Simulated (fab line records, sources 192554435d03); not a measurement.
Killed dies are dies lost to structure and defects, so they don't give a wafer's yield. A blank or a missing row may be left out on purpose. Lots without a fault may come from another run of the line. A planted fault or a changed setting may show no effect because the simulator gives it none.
Split-lot experiment | flow n5_finfet | 7 lots, 39 wafers read, on a route of 1938 steps

THE SPLIT
At N5_HKMG_FIN_ETCH_35 (etches SOC in N2/H2, target depth 215.8 nm, time 243.4 s), the setting time_s was moved away from the recipe's 243.4 s on 15 of the 39 wafers read, by -19.6% to -10.7%. The other wafers ran this setting at the recipe's value.

The reading is taken at the split's own step.

THE READING
etch.depth_nm (the simulator's own value, which no gauge read), in nm, at N5_HKMG_FIN_ETCH_35 (etches SOC in N2/H2, target depth 215.8 nm, time 243.4 s). The file gives no usual value for it. The 24 wafers here that ran the recipe average 216.5 nm, standard deviation 2.8 nm.

wafer  | tool, chamber at the split | time_s as run, s | against the recipe | etch.depth_nm, nm | against lot-mates on the recipe
L075.1 | rie_diel-02, 2             | 243.4            | recipe             | 215.1             | -
L075.2 | rie_diel-02, 3             | 243.4            | recipe             | 215               | -
L075.3 | rie_diel-02, 0             | 217.4            | -10.7%             | 190.2             | -23.7
L075.4 | rie_diel-02, 1             | 243.4            | recipe             | 211.7             | -
L075.5 | rie_diel-02, 1             | 217.4            | -10.7%             | 190               | -23.9
L075.6 | rie_diel-02, 0             | 217.4            | -10.7%             | 189.1             | -24.8
L076.1 | rie_diel-02, 0             | 243.4            | recipe             | 212.4             | -
L076.2 | rie_diel-02, 3             | 214.1            | -12.0%             | 189.5             | -24.4
L076.3 | rie_diel-02, 2             | 214.1            | -12.0%             | 190.5             | -23.4
L076.4 | rie_diel-02, 1             | 243.4            | recipe             | 212.9             | -
L076.5 | rie_diel-02, 0             | 214.1            | -12.0%             | 187.5             | -26.4
L076.6 | rie_diel-02, 3             | 243.4            | recipe             | 216.5             | -
L084.1 | rie_diel-01, 2             | 243.4            | recipe             | 218.7             | -
L084.2 | rie_diel-01, 3             | 243.4            | recipe             | 219.4             | -
L084.3 | rie_diel-01, 1             | 243.4            | recipe             | 218.4             | -
L084.4 | rie_diel-01, 1             | 243.4            | recipe             | 219.6             | -
L084.5 | rie_diel-01, 3             | 243.4            | recipe             | 220.6             | -
L084.6 | rie_diel-01, 2             | 243.4            | recipe             | 219.2             | -
L087.1 | rie_diel-02, 0             | 195.7            | -19.6%             | 170.3             | -44.9
L087.2 | rie_diel-02, 1             | 243.4            | recipe             | 215.8             | -
L087.3 | rie_diel-02, 3             | 243.4            | recipe             | 215.7             | -
L087.4 | rie_diel-02, 2             | 195.7            | -19.6%             | 171.9             | -43.3
L087.5 | rie_diel-02, 2             | 243.4            | recipe             | 214.1             | -
L087.6 | rie_diel-02, 3             | 195.7            | -19.6%             | 173.3             | -41.9
L088.2 | rie_diel-04, 3             | 243.4            | recipe             | 218               | -
L088.3 | rie_diel-04, 1             | 243.4            | recipe             | 211.9             | -
L088.5 | rie_diel-04, 3             | 243.4            | recipe             | 218.6             | -
L091.1 | rie_diel-04, 3             | 243.4            | recipe             | 220               | -
L091.2 | rie_diel-04, 0             | 203.2            | -16.5%             | 188.3             | -27.7
L091.3 | rie_diel-04, 2             | 203.2            | -16.5%             | 179.8             | -36.2
L091.4 | rie_diel-04, 1             | 243.4            | recipe             | 212.1             | -
L091.5 | rie_diel-04, 3             | 203.2            | -16.5%             | 184.3             | -31.7
L091.6 | rie_diel-04, 2             | 243.4            | recipe             | 215.9             | -
L094.1 | rie_diel-02, 1             | 243.4            | recipe             | 218.7             | -
L094.2 | rie_diel-02, 0             | 213.2            | -12.4%             | 188.3             | -29.6
L094.3 | rie_diel-02, 2             | 243.4            | recipe             | 219.2             | -
L094.4 | rie_diel-02, 3             | 243.4            | recipe             | 215.9             | -
L094.5 | rie_diel-02, 1             | 213.2            | -12.4%             | 192.4             | -25.5
L094.6 | rie_diel-02, 0             | 213.2            | -12.4%             | 186.7             | -31.2

THE FIT
A straight line over all 39 wafers: etch.depth_nm changes by +2.2 nm for each +1% of time_s; r = +0.98; the points scatter about the line by 3 nm.
The same after taking each lot's own level away (the mean of its wafers on the recipe; 39 wafers): +2.14 nm for each +1%; r = +0.99; scatter 2.4 nm.
On that fit, the largest move of time_s shifts the reading by 42 nm.
The lots' own levels span 213.93 to 219.32 nm, that is 1.9 times the standard deviation above.
So the lot-to-lot level changes the slope little: the two slopes agree.
Check: with one of the wafers moved furthest among these (-19.6%) left out of the fit, the line predicts -41.5 nm for it against its lot-mates. It came out at -44.9 nm against them.

OTHER SPLITS ON THESE WAFERS
These wafers also went through other splits before the reading. Each is held against what the fit with the lots' levels taken away leaves over:
other split on the same wafers     | wafers away from the commonest value | r with etch.depth_nm (lot level and that fit taken away)
N5_FIN_CUT_CUT_ETCH_15 time_s      | 15                                   | -0.22
N5_DUMMY_GATE_ETCH_42 bias_w       | 18                                   | +0.01
N5_SD_EPI_N_ETCH_16 target_depth_a | 6                                    | -0.08

THE WHOLE CHAIN: every reading that the file lists as answering this split, in the file's order
step                | what it does                                             | reading                                                                         | change (the file's fit)              | r (the file's)
N5_HKMG_FIN_ETCH_35 | etches SOC in N2/H2, target depth 215.8 nm, time 243.4 s | HKMG_FIN.feature_depth_nm (the simulator's own value, which no gauge read)      | +2.14 nm for each +1% of the setting | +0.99
N5_HKMG_FIN_ETCH_35 | etches SOC in N2/H2, target depth 215.8 nm, time 243.4 s | SOC_of_HKMG_FIN_COAT_29.thk_nm (the simulator's own value, which no gauge read) | -2.15 nm for each +1% of the setting | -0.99
N5_HKMG_FIN_ETCH_35 | etches SOC in N2/H2, target depth 215.8 nm, time 243.4 s | etch.depth_nm (the simulator's own value, which no gauge read)                  | +2.14 nm for each +1% of the setting | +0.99

THE FILE'S OWN FIT
etch.depth_nm changes by +2.14 nm for each +1% of time_s, r = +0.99.
